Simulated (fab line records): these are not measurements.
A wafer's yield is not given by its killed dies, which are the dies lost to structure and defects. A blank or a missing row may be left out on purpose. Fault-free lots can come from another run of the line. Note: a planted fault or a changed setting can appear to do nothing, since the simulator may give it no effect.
Chamber matching | flow nand-harc | cmp-04 running NHARC_A_DECK1_JOINT_CMP_13: 4 sister chambers
The step polishes, target thk 51.023 nm. 4 wafers are shown with their chamber, then 10 later ones without.

## EACH WAFER AND ITS CHAMBER
wafer  | chamber | time-to-endpoint-s (s)
L083.2 | 0       | 9
L089.3 | 1       | 6
L091.1 | 2       | 11
L091.2 | 3       | 8

## WAFERS WITHOUT THEIR CHAMBER
wafer  | time-to-endpoint-s (s)
L091.3 | 10
L092.2 | 7
L092.4 | 9
L092.6 | 11
L094.3 | 5
L094.4 | 4
L094.5 | 7
L096.1 | 8
L096.2 | 4
L096.4 | 9

## THE CHAMBER EACH PASSED THROUGH
wafer  | from the rows above          | in truth
L091.3 | can't be placed: 0 or 2 or 3 | 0
L092.2 | can't be placed: 1 or 3 or 0 | 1
L092.4 | can't be placed: 0 or 3 or 2 | 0
L092.6 | can't be placed: 2 or 0      | 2
L094.3 | can't be placed: 1 or 3      | 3
L094.4 | can't be placed: 1 or 3      | 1
L094.5 | can't be placed: 1 or 3 or 0 | 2
L096.1 | can't be placed: 3 or 0 or 1 | 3
L096.2 | can't be placed: 1 or 3      | 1
L096.4 | can't be placed: 0 or 3 or 2 | 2
Placed correctly: 0 of 10. Unplaceable from these rows: 10, with the true chamber sitting among the candidates in 9. Number placed wrongly: 0.
How it was worked out, from the rows above alone: a wafer's distance from a chamber is the root of the sum, over the readings, of the square of ((its reading less the chamber's mean) divided by the reading's scatter). If the next closest chamber is less than 2 further off than the closest, the wafer can't be placed; otherwise it belongs to the closest. Each chamber's mean is taken over the wafers shown for it. The scatter: with one shown wafer a chamber, the root of the mean of the squares of how far each hidden wafer lies from its nearest shown one.
